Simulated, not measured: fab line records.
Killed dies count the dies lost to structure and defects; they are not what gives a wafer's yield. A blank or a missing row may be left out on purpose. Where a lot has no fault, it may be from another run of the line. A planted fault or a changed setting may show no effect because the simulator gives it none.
fab line records | flow nand-harc
record lots=12 wafers=36 last-day=33
route steps=1302 shown A_BONDPAD@1229 HYBRID_BOND@1243 THIN_TSV@1246 END@1302
lots untouched by any fault: they come from a run of this same line in which no faults occurred
start-h: hours from the record's opening day to when the first of the lot's shown wafers began | wait-h: hours from the lot's prior step to this one | " the same as in the row above | L1.1+2: several wafers, shown together as one row | - value missing, or start not given | * or withheld: withheld | < > ~ a bound
route shown NAME@n: names a module that has steps shown in the file, with the first one's number in the route | usual: mean/standard deviation of fault-free wafers | same: alike in all rows | chamber/n: place in a boat | sites: each site's reading | _std_site: how widely they spread, as a standard deviation | _edge_site: inner sites' mean taken away from outer sites' mean | radius-mm: how far each site lies from the wafer's centre | mask NAME#n: copy n | behind: the last tool/chamber to shape the wafer | hold: what put the lot on hold/how long, in hours/how the hold closed | device: the transistor (n, p or np) that didn't switch | end of line: at the end of the route, the tests of the same wafers | step lacking rows: just its recipe | killed: the dies lost at the first sort to structure and to defects; this is not the yield of the wafer | map: the dies of a wafer, with x for killed, . for not killed, _ for no die there
set.NAME: the setting that was run; set.NAME@STEP: the one run at that earlier step | model.NAME: the simulator's own value behind a step, which no gauge read
steps of the route over a sample of lots; a table a step, a row a wafer
services: the hour from which a tool's chamber was out of use, counted from the record's first day as start-h (under 0 if before that day), plus the number of hours and why
## steps
# step NHARC_A_BONDPAD_ECD_18
# recipe target-thk-a=4000 bath-temp-c=25 material=Cu
# columns lot.wafer tool chamber start-h wait-h
L109.1+2+5 ecd-cu-01 1,0,1 526.68 -
L111.1+3+6 ecd-cu-02 1,0,1 542.01 -
L112.2+1+5 ecd-cu-01 0,1,0 565.12 -
L113.4+5+6 ecd-cu-02 1,1,0 576.29 -
L115.2+4+5 ecd-cu-02 0,1,0 605.36 -
L118.2+3+5 ecd-cu-02 0,0,1 632.53 -
L121.2+4+6 ecd-cu-02 0,0,1 646.47 -
L123.3+6+5 ecd-cu-01 1,0,1 675.62 -
L126.2+3+6 ecd-cu-02 0,1,0 697.87 -
L125.1+2+3 ecd-cu-02 1,0,1 698.92 -
L127.1+3+5 ecd-cu-01 1,0,0 701.80 -
L132.1+4+3 ecd-cu-01 0,1,0 769.87 -
# step NHARC_HYBRID_BOND_INSPECT_06
# recipe inspect-instrument=ir-void
# usual raw-defect-count=88/36
# columns lot.wafer tool chamber start-h wait-h raw-defect-count
L109.1 defect-inspect-02 - 536.93 0.0 86
L109.2 " - " " 73
L109.5 " - " " 68
L111.1 defect-inspect-01 - 554.96 0.0 53
L111.3 " - " " 66
L111.6 " - " " 65
L112.1 defect-inspect-02 - 579.35 0.0 118
L112.2 " - " " 110
L112.5 " - " " 91
L113.4 defect-inspect-02 - 583.74 0.1 113
L113.5 " - " " 115
L113.6 " - " " 105
L115.2 defect-inspect-02 - 616.14 0.1 164
L115.4 " - " " 164
L115.5 " - " " 171
L118.2 defect-inspect-02 - 643.31 0.1 121
L118.3 " - " " 141
L118.5 " - " " 138
L121.2 defect-inspect-02 - 657.73 0.1 86
L121.4 " - " " 98
L121.6 " - " " 94
L123.3 defect-inspect-01 - 686.28 0.1 68
L123.5 " - " " 70
L123.6 " - " " 70
L125.1 defect-inspect-02 - 708.68 0.0 103
L125.3 " - " " 86
L126.3 defect-inspect-01 - 708.68 0.1 102
L126.6 " - " " 126
L127.1 defect-inspect-01 - 716.55 0.0 86
L127.3 " - " " 70
L127.5 " - " " 70
L132.1 defect-inspect-01 - 780.90 0.0 59
L132.3 " - " " 69
L132.4 " - " " 59
# step NHARC_THIN_TSV_THK_MEAS_02
# recipe thk-meas-gauge=ir
# usual thk-nm=3029/220
# columns lot.wafer tool chamber start-h wait-h thk-nm
L109.1 film-metro-01 - 538.58 0.2 3007
L109.2 " - " " 3068
L109.5 " - " " 3007
L111.1 film-metro-02 - 556.60 0.2 3055
L111.3 " - " " 3160
L111.6 " - " " 3040
L112.1 film-metro-01 - 605.59 - 3354
L112.2 " - " " 3243
L112.5 " - " " 3291
L113.4 film-metro-02 - 608.00 - 2836
L113.5 " - " " 3419
L113.6 " - " " 3293
L115.2 film-metro-01 - 617.78 - 2591
L115.4 " - " " 3064
L115.5 " - " " 2931
L118.2 film-metro-01 - 644.97 0.2 2709
L118.3 " - " " 2673
L118.5 " - " " 2865
L121.2 film-metro-02 - 659.39 0.2 3222
L121.4 " - " " 3212
L121.6 " - " " 3142
L123.3 film-metro-02 - 687.92 0.2 3264
L123.5 " - " " 3181
L123.6 " - " " 3003
L125.1 film-metro-02 - 715.33 - 2897
L125.3 " - " " 2422
L126.3 film-metro-01 - 716.53 0.2 3276
L126.6 " - " " 3203
L127.1 film-metro-01 - 718.18 0.2 2590
L127.3 " - " " 3010
L127.5 " - " " 3069
L132.1 film-metro-01 - 783.73 - 2892
L132.3 " - " " 2845
L132.4 " - " " 2827
# step NHARC_THIN_TSV_DESCUM_14
# recipe time-s=3 o2-flow-sccm=200 ar-flow-sccm=0 bias-power-w=0 chemistry=O2
# usual chamber-pressure-mTorr=60.00/0.057 drypump-motor-current-A=5.89/0.26 oes-product-au=1.002/0.014 rf-vpp-V=57.6/0.92 showerhead-plenum-p-Torr=1.87/0.067 throttle-valve-pct=11.310/0.0095
# columns lot.wafer tool chamber start-h wait-h chamber-pressure-mTorr drypump-motor-current-A oes-product-au rf-hours-counter-h rf-vpp-V showerhead-plenum-p-Torr throttle-valve-pct
L109.2 rie-diel-08 1 539.80 - 60.02 5.86 1.001 7.4 58.8 1.88 11.294
L109.1 " 3 " " 59.98 5.52 0.985 6.2 56.8 1.86 11.317
L109.5 " 2 " " 60.04 6.19 0.989 - 56.7 1.80 11.305
L111.3 rie-diel-09 3 557.68 - 60.01 6.06 0.990 2.7 56.9 1.84 11.321
L111.1 " 2 " " 59.94 6.03 1.011 2.4 57.1 1.86 11.308
L111.6 " 0 " " 60.03 6.02 1.012 - 57.7 1.79 11.302
L112.1 rie-diel-10 3 606.68 - 59.98 6.36 1.016 0 57.8 1.95 11.316
L112.2 " 0 " " 59.94 5.84 1.002 0 57.4 1.94 11.314
L112.5 " 3 " " 59.98 6.34 1.002 - 57.8 1.95 11.307
L113.4 rie-diel-09 3 609.25 - 59.94 6.08 1.000 5.8 56.9 1.84 11.321
L113.5 " 0 " " 60.04 6.01 1.011 - 56.5 1.79 11.312
L113.6 " 1 " " 60.02 5.66 1.011 - 59.6 2.01 11.312
L115.4 rie-diel-10 1 618.87 - 59.95 5.69 1.006 2.6 55.8 1.80 11.320
L115.2 " 2 " " 59.95 5.24 0.982 2.0 57.7 1.88 11.295
L115.5 " 2 " " 59.98 5.21 1.000 - 58.2 1.88 11.306
L118.3 rie-diel-08 1 646.19 - 59.94 5.85 0.994 3.6 58.0 1.88 11.317
L118.2 " 2 " " 59.88 6.23 0.985 3.8 57.0 1.80 11.318
L118.5 " 0 " " 60.03 5.96 1.003 - 57.3 1.85 11.312
L121.2 rie-diel-09 0 660.62 - 60.04 5.97 1.008 9.5 58.8 1.79 11.328
L121.6 " 0 " " 60.02 5.99 1.009 - 56.7 1.79 11.316
L121.4 " 1 " " 59.99 5.64 1.005 - 58.3 2.01 11.306
L123.3 rie-diel-08 0 689.00 - 59.98 5.92 0.998 6.5 56.1 1.85 11.325
L123.6 " 0 " " 59.92 5.94 1.001 - 57.1 1.85 11.310
L123.5 " 1 " " 59.96 5.85 0.991 - 57.3 1.88 11.308
L125.1 rie-diel-09 0 716.54 - 59.91 5.95 1.023 2.0 57.3 1.79 11.313
L125.3 " 2 " " 60.02 6.02 1.016 2.1 57.8 1.86 11.325
L126.3 rie-diel-08 3 717.73 - 60.02 5.50 0.977 8.1 57.3 1.86 11.293
L126.6 " 3 " " 59.95 5.50 0.992 - 57.3 1.86 11.307
L127.3 rie-diel-08 3 719.41 - 59.96 5.51 0.987 8.3 56.6 1.86 11.315
L127.1 " 0 " " 60.05 5.94 1.007 8.6 56.1 1.85 11.326
L127.5 " 2 " " 60.04 6.24 0.985 - 57.1 1.80 11.321
L132.3 rie-diel-09 0 784.82 - 60.01 5.97 1.039 7.9 57.2 1.79 11.322
L132.4 " 1 " " 60.03 5.68 1.011 7.0 59.7 2.01 11.292
L132.1 " 2 " " 60.04 6.03 1.018 6.9 58.6 1.86 11.316
# step NHARC_END_SORT_01
# recipe temp-c=25
# usual defect-limited-yield=91.2/2.6 killed-at-array=55/17 killed-at-other=0.9/1.2 killed-at-periphery=3.7/2.5 killed-dies=59/18 killed-open=3.4/1.9 killed-short=2.6/1.6 sort_bin_2_pct=3.1/1.2 sort_bin_3_pct=0.7/0.4 sort_bin_4_pct=4.9/1.4 sort-n-pass=618/18 sort-rim-yield-pct=93/3.7 sort-yield-pct=91.2/2.6
# same gross-dies=677 sort_bin_5_pct[%]=0 sort_bin_6_pct[%]=0 sort_bin_7_pct[%]=0 sort_bin_8_pct[%]=0 sort-rim-n-gross=106.00
# columns lot.wafer tool chamber start-h wait-h defect-limited-yield[%] killed-at-array killed-at-other killed-at-periphery killed-dies killed-open killed-short sort_bin_2_pct[%] sort_bin_3_pct[%] sort_bin_4_pct[%] sort-n-pass sort-rim-yield-pct[%] sort-yield-pct[%]
L126.2 prober-01 0 732.19 2.8 0 673 0 4 677 3 3 91.7 0.1 8.1 0 0 0
L126.3 prober-01 0 732.99 3.1 90.0 65 0 3 68 1 1 4.0 0.6 5.5 609 92 90.0
L126.6 prober-01 0 735.39 4.0 88.2 76 0 4 80 6 2 3.4 1.5 6.9 597 87 88.2
L125.1 prober-01 0 739.18 2.5 89.8 60 2 7 69 7 1 3.1 0.9 6.2 608 92 89.8
L125.2 prober-01 0 739.97 2.8 0 672 0 5 677 6 2 95.9 0.6 3.5 0 0 0
L125.3 prober-01 0 740.77 3.1 91.3 50 1 8 59 4 4 3.2 0.4 5.0 618 92 91.3
# killed by level:class
L126.2 A_BONDPAD:area-ecd=586 A_CHANNEL_HOLE_D1:chamber-film-flake=35 A_CHANNEL_HOLE_D2:chamber-film-flake=22 A_BLC:chamber-film-flake=9 A_SLIT:chamber-film-flake=5 A_CONTACT:chamber-film-flake=4 A_CHANNEL_FILL_D2:chamber-film-flake=3 A_STAIRCASE:chamber-film-flake=3
L126.3 A_CHANNEL_HOLE_D1:chamber-film-flake=36 A_CHANNEL_HOLE_D2:chamber-film-flake=18 A_BLC:chamber-film-flake=4 A_CONTACT:chamber-film-flake=3 P_M1:chamber-film-flake=2 A_CHANNEL_FILL_D1:geometric-particle:short=1 A_CHANNEL_FILL_D2:geometric-particle:open=1 P_STI:chamber-film-flake=1
L126.6 A_CHANNEL_HOLE_D1:chamber-film-flake=34 A_CHANNEL_HOLE_D2:chamber-film-flake=18 A_CONTACT:chamber-film-flake=9 A_SLIT:chamber-film-flake=3 A_STAIRCASE:chamber-film-flake=3 A_BLC:chamber-film-flake=3 A_DECK1_JOINT:geometric-particle:open=2 P_GATE:geometric-particle:open=1
L125.1 A_SLIT:chamber-film-flake=33 A_CHANNEL_HOLE_D1:chamber-film-flake=8 A_CHANNEL_HOLE_D2:chamber-film-flake=5 P_CONTACT:geometric-particle:open=3 A_CONTACT:chamber-film-flake=3 P_M1:chamber-film-flake=2 A_DECK1_JOINT:chamber-film-flake=2 A_WL_FILL:chamber-film-flake=2
L125.2 A_BONDPAD:area-ecd=634 A_SLIT:chamber-film-flake=16 A_CHANNEL_HOLE_D1:chamber-film-flake=5 P_GATE:chamber-film-flake=3 A_CONTACT:chamber-film-flake=3 A_CHANNEL_HOLE_D2:chamber-film-flake=2 A_WL_FILL:chamber-film-flake=2 A_ONON_D1:geometric-particle:short=1
L125.3 A_SLIT:chamber-film-flake=26 A_CHANNEL_HOLE_D1:chamber-film-flake=8 A_CONTACT:chamber-film-flake=4 P_GATE:chamber-film-flake=3 A_CHANNEL_HOLE_D2:chamber-film-flake=3 P_M1:chamber-film-flake=2 A_STAIRCASE:chamber-film-flake=2 P_STI:geometric-particle:open=1
## services
# columns tool chamber start-h hours kind
rie-diel-09 0 506.31 - clean
rie-diel-09 1 506.31 - clean
rie-diel-09 2 506.31 - clean
ecd-cu-01 - 512.11 8.0 pm
rie-diel-09 - 517.32 0.3 repair
rie-diel-09 3 533.60 1.4 repair
rie-diel-08 - 544.85 9.0 pm
rie-diel-10 0 570.28 1.5 repair
rie-diel-10 2 592.47 8.4 repair
ecd-cu-02 - 596.04 8.0 pm
rie-diel-10 - 596.50 9.0 pm
ecd-cu-01 - 614.85 2.6 repair
rie-diel-10 - 620.45 0.6 repair
rie-diel-09 2 624.18 10.4 repair
rie-diel-09 2 644.35 24.0 repair
ecd-cu-02 - 672.05 9.7 repair
rie-diel-09 - 674.31 9.0 pm
ecd-cu-01 - 688.11 8.0 pm
rie-diel-09 3 695.57 12.7 repair
rie-diel-08 - 721.85 9.0 pm
rie-diel-10 2 736.33 5.9 repair
ecd-cu-02 - 768.13 1.1 repair
ecd-cu-02 - 772.04 8.0 pm
rie-diel-10 - 773.50 9.0 pm
## key
first-sign step=NHARC_END_SORT_01 reading=sort_bin_2_pct direction=up sigmas=78 usual=3.1 struck=93.8
effect step=NHARC_END_SORT_01 reading=killed-at-array direction=up sigmas=36 usual=55 struck=672
more-kills-born-at NHARC_A_BONDPAD_ECD_18@ecd-cu-02=1220
met-at NHARC_A_BONDPAD_ECD_18
struck-lots L125,L126
struck-wafers L125.2,L126.2
later-rows-left-out L125.2,L126.2
not-acting-at NHARC_HYBRID_BOND_INSPECT_06,NHARC_THIN_TSV_THK_MEAS_02,NHARC_THIN_TSV_DESCUM_14
onset-between 646.47 697.87
fault kind=process-parameter-drift tool=ecd-cu-02 chamber=- onset-h=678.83 steps=NHARC_A_BONDPAD_ECD_18 channel=target-thk-a offset=* shape=step end-h=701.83 scope=struck-wafers-only acts-in=* stated=*
# later-rows-left-out: the simulator's readings of these wafers behind a module that went badly wrong aren't trusted and aren't shown, but for the sort
